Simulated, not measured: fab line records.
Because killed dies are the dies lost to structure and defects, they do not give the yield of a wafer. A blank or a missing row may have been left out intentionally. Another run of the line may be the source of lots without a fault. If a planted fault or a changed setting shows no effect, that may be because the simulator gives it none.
Chamber matching :: flow n5 finfet :: rie diel-03 running N5_BEOL_M5_VIA_ETCH_34: 4 sister chambers
The step etches SiCOH lowk in C4F6/O2, target depth 88.3 nm, time 39.2 s. 8 wafers are shown with their chamber, then 12 later ones without.

WAFERS PAIRED WITH THEIR CHAMBERS
wafer: L081.2
chamber: 0
drypump motor current A (A): 5.3
rf vpp V (V): 685

wafer: L085.5
chamber: 1
drypump motor current A (A): 4.8
rf vpp V (V): 686

wafer: L086.5
chamber: 2
drypump motor current A (A): 5.8
rf vpp V (V): 661

wafer: L088.2
chamber: 2
drypump motor current A (A): 5.7
rf vpp V (V): 660

wafer: L088.6
chamber: 3
drypump motor current A (A): 6.6
rf vpp V (V): 656

wafer: L087.1
chamber: 3
drypump motor current A (A): 6.7
rf vpp V (V): 657

wafer: L087.4
chamber: 0
drypump motor current A (A): 5.3
rf vpp V (V): 684

wafer: L087.5
chamber: 1
drypump motor current A (A): 4.8
rf vpp V (V): 685

WAFERS MISSING THEIR CHAMBER
wafer: L089.2
drypump motor current A (A): 5.3
rf vpp V (V): 683

wafer: L089.4
drypump motor current A (A): 4.8
rf vpp V (V): 685

wafer: L089.6
drypump motor current A (A): 5.3
rf vpp V (V): 685

wafer: L091.1
drypump motor current A (A): 5.3
rf vpp V (V): 686

wafer: L091.2
drypump motor current A (A): 4.8
rf vpp V (V): 686

wafer: L091.6
drypump motor current A (A): 4.8
rf vpp V (V): 686

wafer: L095.1
drypump motor current A (A): 5.3
rf vpp V (V): 684

wafer: L095.4
drypump motor current A (A): 4.8
rf vpp V (V): 686

wafer: L095.5
drypump motor current A (A): 6.7
rf vpp V (V): 659

wafer: L094.1
drypump motor current A (A): 6.7
rf vpp V (V): 656

wafer: L094.2
drypump motor current A (A): 5.7
rf vpp V (V): 661

wafer: L094.4
drypump motor current A (A): 4.8
rf vpp V (V): 686

CHAMBER TAKEN BY EACH
wafer: L089.2
from the rows above: 0
in truth: 0

wafer: L089.4
from the rows above: 1
in truth: 1

wafer: L089.6
from the rows above: 0
in truth: 0

wafer: L091.1
from the rows above: 0
in truth: 0

wafer: L091.2
from the rows above: 1
in truth: 1

wafer: L091.6
from the rows above: 1
in truth: 1

wafer: L095.1
from the rows above: 0
in truth: 0

wafer: L095.4
from the rows above: 1
in truth: 1

wafer: L095.5
from the rows above: 3
in truth: 3

wafer: L094.1
from the rows above: 3
in truth: 3

wafer: L094.2
from the rows above: 2
in truth: 2

wafer: L094.4
from the rows above: 1
in truth: 1
12 of 12 placed correctly. Not placeable from these rows: 0. Wrongly placed: 0.
How it was worked out, from the rows above alone: a wafer's distance from a chamber is the root of the sum, over the readings, of the square of ((its reading less the chamber's mean) divided by the reading's scatter). If the next closest chamber is less than 2 further off than the closest, the wafer can't be placed; otherwise it belongs to the closest. Each chamber's mean is taken over the wafers shown for it. The scatter: take each reading less its chamber's mean, square it, sum over the shown wafers, divide by the number of wafers less the number of chambers, and take the root.
